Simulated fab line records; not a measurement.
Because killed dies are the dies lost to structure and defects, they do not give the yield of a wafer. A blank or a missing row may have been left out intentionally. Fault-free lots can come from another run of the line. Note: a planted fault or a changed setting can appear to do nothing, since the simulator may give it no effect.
Which tool was responsible? | flow n5 finfet | Sampling: 13 lots, 39 wafers, 4 of 1938 route steps

## WHAT THE GAUGES READ, wafer by wafer
N5_FIN_SAQP_CD_MEAS_31: target cd 8 nm.
lot  | measured    | on        | cd nm (nm)
L363 | day 2 02:31 | cd sem-02 | 8.06 7.95 8.23
L364 | day 2 08:37 | cd sem-02 | 7.99 8.19 8.11
L366 | day 2 21:06 | cd sem-02 | 7.84 7.97 7.73
L367 | day 3 04:15 | cd sem-03 | 8.02 8.27 8.09
L368 | day 3 07:19 | cd sem-01 | 8.22 8.33 8.20
L369 | day 3 13:43 | cd sem-02 | 8.07 8.25 7.47
L372 | day 4 08:17 | cd sem-03 | 8.16 8.44 8.21
L374 | day 4 23:58 | cd sem-03 | 7.92 7.92 8.31
L376 | day 5 08:40 | cd sem-02 | 7.98 8.02 8.03
L377 | day 5 13:40 | cd sem-03 | 8.32 8.00 8.11
L378 | day 5 19:58 | cd sem-02 | 7.79 7.98 7.74
L380 | day 6 10:41 | cd sem-03 | 7.95 8.05 7.90
L382 | day 7 09:41 | cd sem-01 | 8.06 7.95 8.20

N5_FIN_CUT_CD_MEAS_08: target cd 29.1 nm.
lot  | measured    | on        | cd nm (nm)
L363 | day 2 03:32 | cd sem-01 | 29.04 29.12 28.78
L364 | day 2 09:42 | cd sem-01 | 28.66 29.08 28.76
L366 | day 2 22:07 | cd sem-01 | 28.47 28.80 29.00
L367 | day 3 05:08 | cd sem-03 | 29.01 28.90 29.00
L368 | day 3 08:19 | cd sem-01 | 28.95 29.17 29.47
L369 | day 3 14:36 | cd sem-01 | 29.21 29.35 29.08
L372 | day 4 09:10 | cd sem-02 | 28.77 28.44 29.03
L374 | day 5 00:58 | cd sem-01 | 29.20 29.19 29.22
L376 | day 5 09:34 | cd sem-02 | 29.17 29.04 29.48
L377 | day 5 14:37 | cd sem-03 | 28.96 28.83 28.95
L378 | day 5 20:53 | cd sem-02 | 28.90 29.20 28.99
L380 | day 6 11:38 | cd sem-01 | 29.25 29.14 29.10
L382 | day 7 10:38 | cd sem-02 | 28.48 28.98 28.62

N5_STI_FIN_REVEAL_CD_MEAS_22: target cd 6.238 nm, pitch 28 nm.
lot  | measured    | on        | cd nm (nm)
L363 | day 2 13:25 | cd sem-01 | 5.94 6.40 5.99
L364 | day 2 19:56 | cd sem-01 | 5.91 6.31 6.73
L366 | day 3 09:39 | cd sem-02 | 6.37 6.40 6.12
L367 | day 3 14:59 | cd sem-02 | 7.10 7.53 7.42
L368 | day 3 18:41 | cd sem-03 | 7.42 7.55 7.33
L369 | day 4 00:14 | cd sem-01 | 6.90 7.58 7.21
L372 | day 4 19:01 | cd sem-03 | 6.40 6.22 5.99
L374 | day 5 12:22 | cd sem-01 | 6.46 5.92 6.53
L376 | day 5 20:24 | cd sem-03 | 6.12 6.44 5.99
L377 | day 6 00:47 | cd sem-02 | 6.27 6.06 6.52
L378 | day 6 06:50 | cd sem-03 | 6.22 6.56 6.11
L380 | day 7 08:23 | cd sem-01 | 6.11 6.42 6.32
L382 | day 7 20:41 | cd sem-01 | 6.88 6.33 6.27

## EACH LOT AND THE TOOL THAT RAN IT (in order: tool; ch and the chambers of the sampled wafers; start)
lot  | N5_STI_FIN_REVEAL_OXIDATION_31
L363 | plasma asher-02 ch 0,1, day 2 12:55
L364 | plasma asher-02 ch 0, day 2 19:25
L366 | plasma asher-01 ch 0,1, day 3 09:05
L367 | plasma asher-01 ch 0,1, day 3 14:28
L368 | plasma asher-01 ch 0,1, day 3 18:10
L369 | plasma asher-01 ch 0,1, day 3 23:43
L372 | plasma asher-01 ch 0,1, day 4 18:30
L374 | plasma asher-01 ch 0,1, day 5 11:53
L376 | plasma asher-01 ch 0,1, day 5 19:50
L377 | plasma asher-02 ch 0,1, day 6 00:13
L378 | plasma asher-01 ch 0,1, day 6 06:16
L380 | plasma asher-01 ch 0,1, day 7 07:52
L382 | plasma asher-01 ch 0,1, day 7 20:11
- N5_STI_FIN_REVEAL_OXIDATION_31: chemistry O2 PLASMA REMOTE, time 20 s.

## WHAT THE TOOLS THEMSELVES READ (means of the sampled wafers that have a number; where no wafer has one, the mark that the record gives instead)
N5_STI_FIN_REVEAL_OXIDATION_31.
lot  | tool            | chamber pressure mTorr (mTorr) | drypump motor current A (A) | heater power w (W)
L363 | plasma asher-02 | 999.8                          | 5.35                        | 157
L364 | plasma asher-02 | 1000.1                         | 5.40                        | 150
L366 | plasma asher-01 | 999.9                          | 5.21                        | 146
L367 | plasma asher-01 | -                              | -                           | -
L368 | plasma asher-01 | -                              | -                           | -
L369 | plasma asher-01 | -                              | -                           | -
L372 | plasma asher-01 | 1000.4                         | 5.20                        | 145
L374 | plasma asher-01 | 1000.2                         | 5.06                        | 139
L376 | plasma asher-01 | 1000.6                         | 5.06                        | 143
L377 | plasma asher-02 | 1000.2                         | 5.36                        | 156
L378 | plasma asher-01 | 999.9                          | 5.22                        | 144
L380 | plasma asher-01 | 999.9                          | 5.21                        | 146
L382 | plasma asher-01 | 999.9                          | 5.05                        | 140

## THE ANSWER, worked out from the rows above alone
Rule: the usual values come from the lots themselves. The widest of any qualifying gaps counts: lots, ordered by their means at a reading, are off when they make up no more than a third of the lots, leave a main group of 4 or more, and stand apart from it by 3 or more times the standard deviation of that group's means. A main group is skipped when, at the precision printed for the reading in the tables above, its means are all equal. A lot without any number at a reading at which 4 lots or more have one is off too. Where the step has rows for the other lots, those lots are counted as sound. After the gauges, taken in route order, come the tools' own readings; for these a lot's mean is taken, as printed above. The first step at which some lot is off is used, and at that step the reading that is off furthest; a lot without a number counts as furthest.
Off: L367, L368, L369 (N5_STI_FIN_REVEAL_CD_MEAS_22, cd nm). Mean 6.28 nm and standard deviation 0.096 in the main group.
If a tool, at a process step before that reading, ran all the lots that are off and no sound lot after the first of them, it fits. The gauges at N5_STI_FIN_REVEAL_CD_MEAS_22 aren't tried: what is off there is off at N5_STI_FIN_REVEAL_OXIDATION_31 too, on other tools, and a gauge's error can't cause that. None of those tried fits.

## WHAT HAD BEEN PUT IN BY THE SIMULATOR
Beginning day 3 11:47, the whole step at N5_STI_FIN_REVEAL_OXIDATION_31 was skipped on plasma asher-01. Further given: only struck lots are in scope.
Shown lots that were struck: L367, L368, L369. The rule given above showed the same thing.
